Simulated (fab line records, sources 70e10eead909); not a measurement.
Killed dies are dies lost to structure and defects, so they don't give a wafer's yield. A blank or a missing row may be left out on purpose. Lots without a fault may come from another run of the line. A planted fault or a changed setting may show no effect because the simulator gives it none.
fab line records | flow nand_harc
record lots=24 wafers=72 last_day=34
route steps=1302 shown A_ZERO_WELL@411 A_ONON_D1@445 A_CHANNEL_HOLE_D1@466 A_CHANNEL_FILL_D1@494
lots that met no fault: from a run of the same line without faults
start_h: hours from the record's first day to the start of the lot's first wafer shown | wait_h: hours since the lot's step before | " the same as in the row above | L1.1+2: a row that stands for several wafers | - no value, or no start given | * or withheld: withheld | < > ~ a bound
route shown NAME@n: a module of which the file shows steps, and the number in the route of the first | usual: mean/standard deviation of fault-free wafers | same: alike in all rows | chamber/n: place in a boat | sites: the reading at each site | _std_site: their standard deviation | _edge_site: outer sites' mean less inner sites' | radius_mm: how far each site lies from the wafer's centre | mask NAME#n: copy n | behind: the tool/chamber that last shaped the wafer | hold: why the lot was held/for how many hours/how that ended | device: the transistor (n, p or np) that didn't switch | end of line: the same wafers' tests at the end of the route | a step without rows: its recipe alone | killed: dies lost to structure and defects at the first sort, not the wafer's yield | map: a wafer's dies, x killed, . not, _ none there
set.NAME: the setting as run; set.NAME@STEP: as run at that earlier step | model.NAME: the simulator's own value behind a step, which no gauge read
steps of the route over a sample of lots; a table a step, a row a wafer
services: from which hour (start_h, from the record's first day; less than 0 if before it) a tool's chamber was out of use, for how many hours, and why
## steps
# step NHARC_A_ZERO_WELL_RTA_16
# recipe temp_c=1000 time_s=10
# usual lamp_power_pct=30.42/0.055 lamp_zone_7_pct=30.91/0.051 wafer_temp_C_max=1005.2/1.7
# columns lot.wafer tool chamber start_h wait_h lamp_power_pct lamp_zone_7_pct wafer_temp_C_max
L074.1 rtp_anneal-02 0 147.56 0.1 30.47 30.99 1004.8
L074.4 " 0 " " 30.47 30.90 1003.0
L074.6 " 0 " " 30.48 30.93 1005.3
L075.3 rtp_anneal-02 0 150.28 - 30.41 30.96 1005.3
L075.5 " 0 " " 30.46 30.95 1005.9
L075.6 " 0 " " 30.47 30.96 1005.5
L076.3 rtp_anneal-02 0 159.98 - 30.46 30.99 1005.7
L076.5 " 0 " " 30.52 30.96 1006.0
L076.6 " 0 " " 30.45 30.98 1006.0
L078.4 rtp_anneal-02 0 176.60 - 30.44 30.90 1004.9
L078.5 " 0 " " 30.38 30.91 1004.9
L078.6 " 0 " " 30.44 30.88 1004.7
L077.2 rtp_anneal-02 0 177.15 - 30.41 30.97 1006.0
L077.3 " 0 " " 30.44 30.98 1006.7
L077.5 " 0 " " 30.44 30.94 1008.5
L079.1 rtp_anneal-02 0 192.08 - 30.45 30.95 1007.8
L079.2 " 0 " " 30.46 30.92 1007.3
L079.4 " 0 " " 30.40 30.90 1005.9
L080.1 rtp_anneal-02 0 203.22 - 30.53 30.97 1006.7
L080.3 " 0 " " 30.47 30.97 1004.9
L080.5 " 0 " " 30.50 31.00 1007.7
L081.1 rtp_anneal-02 0 211.47 - 30.48 30.94 1006.8
L081.2 " 0 " " 30.43 30.93 1008.6
L081.3 " 0 " " 30.46 30.93 1005.1
L082.1 rtp_anneal-01 0 222.44 - 30.37 30.85 1003.5
L082.3 " 0 " " 30.36 30.85 1003.3
L082.5 " 0 " " 30.41 30.85 1003.6
L083.2 rtp_anneal-01 0 240.70 - 30.41 30.90 1004.4
L083.5 " 0 " " 30.41 30.89 1004.3
L083.6 " 0 " " 30.39 30.90 1004.1
L084.3 rtp_anneal-01 0 246.37 - 30.38 30.88 1003.3
L084.4 " 0 " " 30.37 30.88 1003.1
L084.5 " 0 " " 30.33 30.85 1002.9
L085.3 rtp_anneal-01 0 251.78 - 30.39 30.88 1003.5
L085.4 " 0 " " 30.43 30.91 1004.0
L085.5 " 0 " " 30.40 30.87 1003.3
L086.2 rtp_anneal-02 0 256.66 - 30.44 30.97 1006.2
L086.5 " 0 " " 30.47 30.96 1005.7
L086.6 " 0 " " 30.41 30.91 1008.4
L087.1 rtp_anneal-02 0 265.88 - 30.44 30.99 1006.4
L087.2 " 0 " " 30.42 30.97 1006.1
L087.4 " 0 " " 30.46 30.90 1006.4
L088.3 rtp_anneal-01 0 284.97 - 30.36 30.89 1004.2
L088.4 " 0 " " 30.38 30.86 1005.0
L088.6 " 0 " " 30.36 30.88 1002.9
L089.2 rtp_anneal-02 0 285.32 - 30.46 30.89 1005.3
L089.3 " 0 " " 30.45 30.91 1006.6
L089.6 " 0 " " 30.50 30.93 1004.8
L090.1 rtp_anneal-02 0 304.08 - 30.44 31.00 1006.6
L090.2 " 0 " " 30.50 30.92 1007.7
L090.3 " 0 " " 30.46 30.92 1007.2
L091.1 rtp_anneal-01 0 310.98 - 30.35 30.81 1003.4
L091.2 " 0 " " 30.27 30.91 1003.4
L091.3 " 0 " " 30.36 30.85 1003.0
L092.1 rtp_anneal-02 0 319.39 - 30.49 30.99 1007.3
L092.2 " 0 " " 30.47 30.90 1007.3
L092.5 " 0 " " 30.48 30.95 1006.6
L093.1 rtp_anneal-01 0 328.73 - 30.42 30.88 1003.2
L093.2 " 0 " " 30.39 30.92 1003.6
L093.5 " 0 " " 30.39 30.87 1004.2
L094.1 rtp_anneal-01 0 346.45 - 30.36 30.86 1003.7
L094.3 " 0 " " 30.39 30.84 1004.4
L094.5 " 0 " " 30.39 30.84 1005.0
L095.1 rtp_anneal-01 0 347.49 - 30.31 30.84 1003.3
L095.2 " 0 " " 30.38 30.82 1004.1
L095.3 " 0 " " 30.30 30.83 1004.8
L096.1 rtp_anneal-01 0 358.01 - 30.36 30.87 1004.0
L096.3 " 0 " " 30.35 30.87 1003.0
L096.4 " 0 " " 30.36 30.86 1003.5
L097.2 rtp_anneal-02 0 377.74 - 30.49 30.99 1006.5
L097.5 " 0 " " 30.45 30.94 1005.6
L097.6 " 0 " " 30.46 30.94 1004.7
# step NHARC_A_ZERO_WELL_INSPECT_17
# usual raw_defect_count=11/5.8
# columns lot.wafer tool chamber start_h wait_h raw_defect_count
L074.1 defect_inspect-02 - 147.75 0.2 1
L074.4 " - " " 5
L074.6 " - " " 14
L075.3 defect_inspect-01 - 150.42 0.1 8
L075.5 " - " " 5
L075.6 " - " " 9
L076.3 defect_inspect-01 - 160.12 0.1 10
L076.5 " - " " 12
L076.6 " - " " 7
L078.4 defect_inspect-01 - 176.72 0.1 4
L078.5 " - " " 14
L078.6 " - " " 4
L077.2 defect_inspect-02 - 177.32 0.1 10
L077.3 " - " " 8
L077.5 " - " " 4
L079.1 defect_inspect-02 - 192.27 0.2 12
L079.2 " - " " 8
L079.4 " - " " 7
L080.1 defect_inspect-02 - 203.42 0.2 12
L080.3 " - " " 9
L080.5 " - " " 15
L081.1 defect_inspect-02 - 211.66 0.2 7
L081.2 " - " " 11
L081.3 " - " " 10
L082.1 defect_inspect-02 - 222.63 0.2 22
L082.3 " - " " 36
L082.5 " - " " 21
L083.2 defect_inspect-01 - 240.87 0.1 8
L083.5 " - " " 3
L083.6 " - " " 18
L084.3 defect_inspect-02 - 246.51 0.1 5
L084.4 " - " " 5
L084.5 " - " " 5
L085.3 defect_inspect-02 - 251.92 0.1 12
L085.4 " - " " 5
L085.5 " - " " 7
L086.2 defect_inspect-02 - 256.82 0.1 7
L086.5 " - " " 11
L086.6 " - " " 16
L087.1 defect_inspect-02 - 266.08 0.2 15
L087.2 " - " " 22
L087.4 " - " " 19
L088.3 defect_inspect-02 - 285.11 0.1 18
L088.4 " - " " 14
L088.6 " - " " 13
L089.2 defect_inspect-01 - 285.49 0.1 8
L089.3 " - " " 9
L089.6 " - " " 17
L090.1 defect_inspect-02 - 304.28 0.2 5
L090.2 " - " " 8
L090.3 " - " " 12
L091.1 defect_inspect-01 - 311.18 0.2 19
L091.2 " - " " 11
L091.3 " - " " 12
L092.1 defect_inspect-01 - 319.59 0.2 4
L092.2 " - " " 11
L092.5 " - " " 8
L093.1 defect_inspect-01 - 328.93 0.2 15
L093.2 " - " " 16
L093.5 " - " " 11
L094.1 defect_inspect-01 - 346.64 0.2 5
L094.3 " - " " 8
L094.5 " - " " 17
L095.1 defect_inspect-01 - 347.69 0.2 3
L095.2 " - " " 9
L095.3 " - " " 12
L096.1 defect_inspect-01 - 358.21 0.2 10
L096.3 " - " " 10
L096.4 " - " " 6
L097.2 defect_inspect-02 - 377.91 0.1 9
L097.5 " - " " 10
L097.6 " - " " 9
# step NHARC_A_ONON_D1_THK_MEAS_30
# recipe thk_meas_gauge=ellipsometry
# usual thk_nm=998/9.2
# columns lot.wafer tool chamber start_h wait_h thk_nm
L074.1 film_metro-02 - 182.52 - 996
L074.4 " - " " 996
L074.6 " - " " 997
L075.3 film_metro-01 - 182.53 - 1002
L075.5 " - " " 1002
L075.6 " - " " 1001
L076.3 film_metro-01 - 192.84 - 988
L076.5 " - " " 989
L076.6 " - " " 987
L078.4 film_metro-02 - 212.23 - 1010
L078.5 " - " " 1007
L078.6 " - " " 1008
L077.2 film_metro-01 - 212.25 - 994
L077.3 " - " " 994
L077.5 " - " " 993
L079.1 film_metro-01 - 232.12 - 997
L079.2 " - " " 998
L079.4 " - " " 998
L080.1 film_metro-02 - 240.08 - 994
L080.3 " - " " 995
L080.5 " - " " 995
L081.1 film_metro-02 - 246.67 - 995
L081.2 " - " " 992
L081.3 " - " " 992
L082.1 film_metro-01 - 256.94 - 1000
L082.3 " - " " 1002
L082.5 " - " " 1002
L083.2 film_metro-02 - 275.93 - 1000
L083.5 " - " " 1000
L083.6 " - " " 1000
L084.3 film_metro-01 - 281.37 - 1006
L084.4 " - " " 1005
L084.5 " - " " 1007
L085.3 film_metro-02 - 287.31 - 1008
L085.4 " - " " 1010
L085.5 " - " " 1009
L086.2 film_metro-01 - 287.34 - 1013
L086.5 " - " " 1012
L086.6 " - " " 1012
L087.1 film_metro-01 - 303.11 - 1000
L087.2 " - " " 998
L087.4 " - " " 1001
L088.3 film_metro-02 - 319.45 - 1008
L088.4 " - " " 1007
L088.6 " - " " 1005
L089.2 film_metro-01 - 319.46 - 1000
L089.3 " - " " 997
L089.6 " - " " 999
L090.1 film_metro-01 - 339.56 - 1015
L090.2 " - " " 1016
L090.3 " - " " 1016
L091.1 film_metro-02 - 347.38 - 998
L091.2 " - " " 1000
L091.3 " - " " 1003
L092.1 film_metro-02 - 353.54 - 994
L092.2 " - " " 993
L092.5 " - " " 992
L093.1 film_metro-01 - 361.93 - 994
L093.2 " - " " 994
L093.5 " - " " 993
L095.1 film_metro-01 - 380.52 - 1004
L095.2 " - " " 1004
L095.3 " - " " 1005
L094.1 film_metro-01 - 380.64 - 973
L094.3 " - " " 974
L094.5 " - " " 974
L096.1 film_metro-02 - 391.48 - 995
L096.3 " - " " 994
L096.4 " - " " 994
L097.2 film_metro-02 - 409.86 - 980
L097.5 " - " " 982
L097.6 " - " " 982
# step NHARC_A_CHANNEL_HOLE_D1_ETCH_38
# recipe target_depth_a=390 over_etch_frac=0.3 time_s=65 ion_energy_ev=80 cf4_flow_sccm=150 ar_flow_sccm=0 rf_w=300 bias_w=100 chemistry=CF4
# usual drypump_motor_current_A=6.1/0.46 oes_product_au=0.992/0.013 rf_vpp_V=151.3/1.1 showerhead_plenum_p_Torr=1.78/0.062 throttle_valve_pct=13.284/0.0089
# columns lot.wafer tool chamber start_h wait_h drypump_motor_current_A oes_product_au rf_hours_counter_h rf_vpp_V showerhead_plenum_p_Torr throttle_valve_pct
L075.3 rie_diel-12 0 187.44 0.1 6.8 0.987 7 149.4 1.72 13.279
L075.6 " 1 " " 6.4 0.983 - 152.4 1.87 13.299
L075.5 " 2 " " 5.7 1.004 - 150.5 1.77 13.278
L074.4 rie_diel-03 0 188.27 0.1 5.7 1.024 23 154.0 1.90 13.290
L074.1 " 3 " " 6.3 1.006 11 151.0 1.84 13.272
L074.6 " 0 " " 5.6 1.025 - 151.2 1.90 13.292
L076.3 rie_diel-11 0 200.12 0.1 5.5 0.998 37 150.1 1.68 13.301
L076.5 " 1 " " 6.2 1.028 - 151.6 1.74 13.277
L076.6 " 2 " " 5.6 0.995 - 151.5 1.72 13.288
L078.4 rie_diel-12 1 216.08 0.1 6.4 0.984 10 152.8 1.87 13.285
L078.5 " 0 " " 6.8 0.995 - 151.1 1.72 13.291
L078.6 " 1 " " 6.4 0.981 - 151.8 1.87 13.288
L077.2 rie_diel-12 2 217.84 0.1 5.7 1.005 10 151.6 1.77 13.290
L077.3 " 1 " " 6.4 0.994 10 152.7 1.87 13.290
L077.5 " 3 " " 6.0 1.006 - 149.8 1.75 13.282
L079.1 rie_diel-12 0 236.00 0.1 6.8 0.999 10 150.6 1.72 13.274
L079.2 " 1 " " 6.4 0.983 11 150.6 1.87 13.289
L079.4 " 3 " " 5.9 1.003 10 152.5 1.75 13.288
L080.3 rie_diel-12 1 244.10 0.1 6.4 0.972 12 151.1 1.87 13.291
L080.1 " 3 " " 6.0 0.994 11 151.3 1.75 13.279
L080.5 " 2 " " 5.7 0.994 - 151.3 1.77 13.274
L081.1 rie_diel-12 0 251.60 0.1 6.8 0.993 12 151.7 1.72 13.290
L081.2 " 2 " " 5.7 0.994 13 152.0 1.77 13.297
L081.3 " 3 " " 6.0 0.998 12 152.1 1.75 13.277
L082.3 rie_diel-12 1 264.20 0.1 6.4 0.980 15 152.7 1.87 13.289
L082.1 " 3 " " 5.9 0.989 13 150.4 1.75 13.287
L082.5 " 0 " " 6.8 0.987 - 150.3 1.72 13.285
L083.2 rie_diel-12 2 279.38 0.1 5.7 0.995 0 151.5 1.77 13.281
L083.5 " 3 " " 5.9 0.988 - 151.0 1.75 13.294
L083.6 " 0 " " 6.8 0.981 - 149.9 1.72 13.266
L084.3 rie_diel-12 3 286.00 0.1 6.0 0.969 1 151.0 1.75 13.279
L084.4 " 1 " " 6.4 0.988 1 151.5 1.86 13.280
L084.5 " 2 " " 5.7 0.992 - 150.5 1.77 13.284
L085.3 rie_diel-12 2 290.84 0.1 5.7 0.989 2 151.3 1.77 13.284
L085.4 " 0 " " 6.8 0.982 2 150.5 1.72 13.278
L085.5 " 2 " " 5.7 0.982 - 151.2 1.77 13.296
L086.2 rie_diel-11 2 290.87 0.1 5.7 1.004 10 151.9 1.71 13.281
L086.6 " 1 " " 6.2 1.029 - 151.3 1.73 13.287
L086.5 " 2 " " 5.7 0.991 - 150.1 1.71 13.291
L087.2 rie_diel-12 2 307.65 0.1 5.7 0.991 4 153.3 1.77 13.282
L087.1 " 3 " " 5.9 0.980 3 151.6 1.75 13.285
L087.4 " 0 " " 6.8 1.002 3 149.5 1.72 13.287
L088.4 rie_diel-12 2 322.83 0.1 5.7 1.004 5 150.7 1.77 13.283
L088.3 " 3 " " 6.0 0.984 4 150.5 1.75 13.264
L088.6 " 1 " " 6.4 0.995 - 150.5 1.86 13.286
L089.3 rie_diel-03 3 323.10 0.1 6.3 0.982 9 150.0 1.83 13.291
L089.2 " 0 " " 5.6 0.992 9 153.4 1.89 13.293
L089.6 " 3 " " 6.3 0.962 - 151.5 1.83 13.282
L090.3 rie_diel-12 3 343.20 0.1 6.0 0.992 6 149.8 1.75 13.277
L090.1 " 0 " " 6.8 0.998 6 150.3 1.72 13.276
L090.2 " 1 " " 6.4 0.988 7 152.9 1.86 13.291
L091.3 rie_diel-12 3 352.71 0.1 6.0 0.973 7 150.5 1.75 13.289
L091.2 " 0 " " 6.8 0.988 7 151.0 1.72 13.287
L091.1 " 1 " " 6.4 0.986 8 152.6 1.86 13.305
L092.1 rie_diel-12 0 358.43 0.1 6.8 0.980 8 151.8 1.72 13.282
L092.2 " 1 " " 6.4 0.999 8 152.6 1.86 13.278
L092.5 " 0 " " 6.8 0.977 - 151.1 1.72 13.288
L093.2 rie_diel-12 1 365.45 0.1 6.4 0.991 9 152.6 1.86 13.281
L093.1 " 0 " " 6.8 0.980 9 150.4 1.72 13.288
L093.5 " 2 " " 5.7 0.983 - 151.7 1.77 13.289
L095.2 rie_diel-12 0 389.54 0.1 6.8 0.981 10 150.9 1.72 13.285
L095.1 " 1 " " 6.4 1.006 11 152.6 1.86 13.291
L095.3 " 2 " " 5.7 0.991 11 153.1 1.77 13.279
L094.3 rie_diel-11 1 389.84 0.1 6.2 1.016 39 149.7 1.72 13.300
L094.1 " 0 " " 5.5 1.009 35 149.9 1.66 13.268
L094.5 " 1 " " 6.2 1.011 - 150.8 1.72 13.286
L096.3 rie_diel-03 3 398.15 1.1 6.3 0.991 37 151.1 1.82 13.299
L096.1 " 0 " " 5.7 1.003 38 153.3 1.88 13.302
L096.4 " 1 " " 5.2 0.996 35 151.1 1.72 13.285
L097.2 rie_diel-12 3 415.11 0.2 6.0 0.973 12 153.1 1.75 13.274
L097.6 " 0 " " 6.8 0.974 - 150.5 1.72 13.289
L097.5 " 1 " " 6.4 1.003 - 152.2 1.86 13.295
# step NHARC_A_CHANNEL_HOLE_D1_ETCH_39
# recipe target_depth_a=2600 over_etch_frac=0.3 time_s=325 ion_energy_ev=200 n2_flow_sccm=150 h2_flow_sccm=150 ar_flow_sccm=0 rf_w=400 bias_w=150 chemistry=N2/H2
# usual drypump_motor_current_A=6.1/0.48 oes_product_au=0.995/0.011 rf_vpp_V=430.6/2.3 showerhead_plenum_p_Torr=2.04/0.078 throttle_valve_pct=14.172/0.01
# columns lot.wafer tool chamber start_h wait_h drypump_motor_current_A oes_product_au rf_hours_counter_h rf_vpp_V showerhead_plenum_p_Torr throttle_valve_pct
L075.3 rie_diel-12 2 - - 5.7 1.010 8 429.5 2.05 14.179
L075.6 " 3 " " 6.0 0.982 - 430.3 2.02 14.176
L075.5 " 0 " " 6.8 0.992 - 428.6 1.98 14.183
L074.4 rie_diel-03 3 - - 6.3 0.991 11 434.0 2.13 14.164
L074.1 " 0 " " 5.6 1.025 23 435.3 2.21 14.172
L074.6 " 2 " " 6.1 1.014 - 426.8 1.90 14.164
L076.3 rie_diel-11 0 - - 5.5 0.986 37 427.0 1.92 14.175
L076.6 " 0 " " 5.5 0.991 - 426.8 1.92 14.189
L076.5 " 1 " " 6.2 1.010 - 431.0 2.00 14.180
L078.4 rie_diel-12 0 - - 6.8 0.996 9 428.6 1.98 14.176
L078.6 " 2 " " 5.7 1.007 - 431.2 2.05 14.169
L078.5 " 3 " " 6.0 0.992 - 430.7 2.02 14.175
L077.2 rie_diel-12 3 - - 6.0 1.006 9 428.9 2.02 14.179
L077.3 " 1 " " 6.4 0.986 10 433.2 2.16 14.168
L077.5 " 3 " " 5.9 1.002 - 429.1 2.02 14.171
L079.1 rie_diel-12 2 - - 5.7 1.004 11 430.3 2.04 14.177
L079.2 " 3 " " 5.9 1.004 10 430.1 2.02 14.165
L079.4 " 0 " " 6.8 0.999 10 430.2 1.98 14.177
L080.3 rie_diel-12 0 - - 6.8 0.994 11 429.0 1.98 14.168
L080.1 " 1 " " 6.4 0.992 12 433.4 2.16 14.164
L080.5 " 0 " " 6.8 0.992 - 430.5 1.98 14.178
L081.1 rie_diel-12 2 - - 5.7 0.994 13 431.3 2.04 14.158
L081.3 " 0 " " 6.8 0.993 12 428.4 1.98 14.161
L081.2 " 1 " " 6.4 0.987 14 434.1 2.16 14.154
L082.3 rie_diel-12 3 - - 6.0 1.003 13 427.8 2.02 14.170
L082.1 " 0 " " 6.8 0.988 13 428.9 1.98 14.178
L082.5 " 1 " " 6.4 0.984 - 433.3 2.16 14.149
L083.2 rie_diel-12 0 - - 6.8 0.982 0 429.6 1.98 14.173
L083.6 " 1 " " 6.4 0.989 - 433.9 2.16 14.162
L083.5 " 2 " " 5.7 0.995 - 430.8 2.04 14.167
L084.3 rie_diel-12 3 - - 6.0 0.979 1 430.5 2.01 14.178
L084.4 " 1 " " 6.4 0.995 1 433.1 2.16 14.163
L084.5 " 2 " " 5.7 0.986 - 430.4 2.04 14.169
L085.4 rie_diel-12 0 - - 6.8 0.987 2 428.9 1.98 14.169
L085.3 " 3 " " 6.0 0.978 2 429.1 2.01 14.184
L085.5 " 1 " " 6.4 0.991 - 435.5 2.16 14.175
L086.2 rie_diel-11 1 - - 6.2 1.023 10 428.2 1.99 14.173
L086.6 " 1 " " 6.2 1.023 - 427.4 1.99 14.161
L086.5 " 2 " " 5.7 0.994 - 428.4 1.97 14.176
L087.2 rie_diel-12 0 - - 6.8 0.988 3 429.9 1.98 14.169
L087.4 " 1 " " 6.4 0.999 4 433.7 2.16 14.170
L087.1 " 2 " " 5.7 0.998 4 430.3 2.04 14.162
L088.3 rie_diel-12 2 - - 5.7 0.988 5 428.7 2.04 14.164
L088.4 " 0 " " 6.8 0.988 4 428.3 1.98 14.171
L088.6 " 1 " " 6.4 0.983 - 433.9 2.16 14.169
L089.3 rie_diel-03 1 - - 5.3 1.004 8 428.9 1.99 14.173
L089.2 " 2 " " 6.1 0.998 8 425.8 1.89 14.182
L089.6 " 1 " " 5.2 1.003 - 430.2 1.99 14.168
L090.3 rie_diel-12 2 - - 5.7 0.999 7 431.4 2.04 14.178
L090.1 " 3 " " 6.0 0.988 6 430.2 2.01 14.174
L090.2 " 0 " " 6.8 0.997 6 428.3 1.98 14.173
L091.2 rie_diel-12 0 - - 6.8 0.979 7 428.2 1.98 14.180
L091.1 " 1 " " 6.4 0.994 8 433.7 2.16 14.186
L091.3 " 2 " " 5.7 0.990 8 430.2 2.04 14.174
L092.2 rie_diel-12 0 - - 6.8 0.997 8 428.0 1.98 14.183
L092.1 " 2 " " 5.7 0.999 9 430.8 2.04 14.184
L092.5 " 1 " " 6.4 1.005 - 434.2 2.16 14.173
L093.1 rie_diel-12 1 - - 6.4 1.010 9 431.4 2.16 14.164
L093.2 " 0 " " 6.8 0.984 9 428.8 1.98 14.166
L093.5 " 1 " " 6.4 1.012 - 434.6 2.16 14.186
L095.3 rie_diel-12 0 - - 6.8 0.991 10 429.9 1.98 14.168
L095.2 " 1 " " 6.4 1.005 11 435.0 2.16 14.179
L095.1 " 2 " " 5.7 0.995 11 429.7 2.04 14.172
L094.3 rie_diel-11 3 - - 5.2 0.980 40 430.0 2.09 14.168
L094.1 " 0 " " 5.5 1.004 35 427.8 1.91 14.178
L094.5 " 2 " " 5.7 0.989 - 428.8 1.95 14.193
L096.1 rie_diel-03 0 - - 5.6 1.014 38 435.3 2.18 14.174
L096.3 " 1 " " 5.3 0.998 35 428.2 1.98 14.174
L096.4 " 3 " " 6.3 1.001 37 432.7 2.11 14.159
L097.2 rie_diel-12 3 - - 6.0 0.977 13 430.1 2.01 14.151
L097.5 " 0 " " 6.8 0.971 - 428.2 1.97 14.195
L097.6 " 1 " " 6.4 0.986 - 434.9 2.16 14.186
# step NHARC_A_CHANNEL_FILL_D1_ALD_14
# recipe target_thk_a=25 pulse_time_s=10 ald_cycles=25 temp_c=300 material=SiO2
# usual heater_power_w=474/62 precursor_pulse_height_rel=1.000/0.021
# same pulse_time_s=10
# columns lot.wafer tool chamber start_h wait_h heater_power_w precursor_pulse_height_rel
L074.1 ald_hk-01 3 207.95 0.1 450 1.016
L074.4 " 0 " " 481 0.980
L074.6 " 1 " " 503 0.978
L075.3 ald_hk-03 0 211.07 0.1 541 0.983
L075.5 " 2 " " 477 1.005
L075.6 " 3 " " 371 0.995
L076.3 ald_hk-02 2 219.79 0.2 470 0.979
L076.5 " 3 " " 485 1.008
L076.6 " 0 " " 359 1.019
L078.4 ald_hk-02 1 230.05 0.0 535 0.999
L078.5 " 1 " " 515 1.010
L078.6 " 2 " " 462 1.026
L077.2 ald_hk-02 0 235.25 0.0 362 0.980
L077.3 " 3 " " 492 1.022
L077.5 " 1 " " 509 0.997
L079.2 ald_hk-03 2 253.57 0.0 454 0.988
L079.1 " 0 " " 521 1.029
L079.4 " 1 " " 497 0.994
L080.3 ald_hk-01 1 258.12 0.1 505 1.021
L080.1 " 2 " " 565 1.048
L080.5 " 1 " " 502 0.978
L081.2 ald_hk-02 1 267.66 0.0 521 1.033
L081.1 " 3 " " 485 0.997
L081.3 " 0 " " 379 1.041
L082.1 ald_hk-03 0 279.49 0.0 529 0.993
L082.3 " 2 " " 457 1.037
L082.5 " 1 " " 511 1.001
L083.2 ald_hk-01 1 293.50 0.2 518 1.035
L083.5 " 2 " " 564 0.986
L083.6 " 3 " " 453 0.996
L084.3 ald_hk-02 3 300.93 0.5 501 0.993
L084.4 " 0 " " 372 0.985
L084.5 " 2 " " 463 1.005
L085.3 ald_hk-03 1 305.86 0.3 521 1.005
L085.4 " 3 " " 372 1.004
L085.5 " 0 " " 519 0.975
L086.2 ald_hk-01 0 306.21 0.6 463 1.012
L086.6 " 1 " " 522 0.977
L086.5 " 2 " " 562 0.997
L087.4 ald_hk-02 3 321.75 0.0 490 0.982
L087.1 " 0 " " 359 0.980
L087.2 " 2 " " 480 0.981
L088.4 ald_hk-02 0 336.88 0.1 360 1.017
L088.3 " 1 " " 524 0.996
L088.6 " 0 " " 375 0.978
L089.2 ald_hk-02 1 337.10 0.3 533 1.000
L089.3 " 2 " " 484 0.955
L089.6 " 0 " " 366 0.997
L090.1 ald_hk-01 0 358.04 0.3 470 0.987
L090.3 " 2 " " 569 1.003
L090.2 " 3 " " 445 1.007
L091.3 ald_hk-02 0 366.94 0.0 356 0.995
L091.1 " 1 " " 541 0.993
L091.2 " 3 " " 517 1.016
L092.1 ald_hk-03 2 372.47 0.1 447 1.025
L092.2 " 0 " " 526 0.957
L092.5 " 2 " " 461 1.000
L093.1 ald_hk-03 0 380.28 0.1 533 0.983
L093.2 " 1 " " 517 0.994
L093.5 " 0 " " 538 1.005
L095.2 ald_hk-02 3 403.67 0.0 508 0.987
L095.1 " 1 " " 568 1.009
L095.3 " 2 " " 462 0.994
L094.1 ald_hk-03 0 407.01 0.1 517 0.969
L094.3 " 1 " " 490 1.005
L094.5 " 3 " " 383 0.989
L096.4 ald_hk-02 2 415.74 0.0 467 0.972
L096.1 " 3 " " 511 0.993
L096.3 " 0 " " 358 1.056
L097.2 ald_hk-02 1 427.49 0.2 544 1.026
L097.5 " 2 " " 463 1.025
L097.6 " 3 " " 537 0.997
## services
# columns tool chamber start_h hours kind
rie_diel-11 3 127.62 4.4 repair
rie_diel-03 0 140.27 7.8 repair
rie_diel-12 3 142.72 8.9 repair
ald_hk-02 - 142.76 0.8 repair
ald_hk-03 - 152.09 0.3 repair
rie_diel-11 1 170.61 4.4 repair
ald_hk-02 - 174.40 10.0 pm
rie_diel-11 3 189.25 6.5 repair
ald_hk-03 - 195.28 1.2 repair
ald_hk-03 - 212.00 10.0 pm
rie_diel-11 - 228.29 0.2 repair
rie_diel-11 0 229.51 20.0 repair
rie_diel-11 2 243.32 2.4 repair
rie_diel-11 - 244.93 0.9 repair
rie_diel-03 1 251.20 19.6 repair
rie_diel-11 - 255.50 9.0 pm
rie_diel-12 - 268.74 9.0 pm
rie_diel-03 - 281.59 9.0 pm
rie_diel-11 2 321.18 1.8 repair
rie_diel-12 0 337.64 2.7 repair
ald_hk-02 - 353.08 10.0 pm
rtp_anneal-01 - 372.00 12.0 pm
ald_hk-03 - 390.00 10.0 pm
rie_diel-12 2 408.25 3.0 repair
## key
fault none
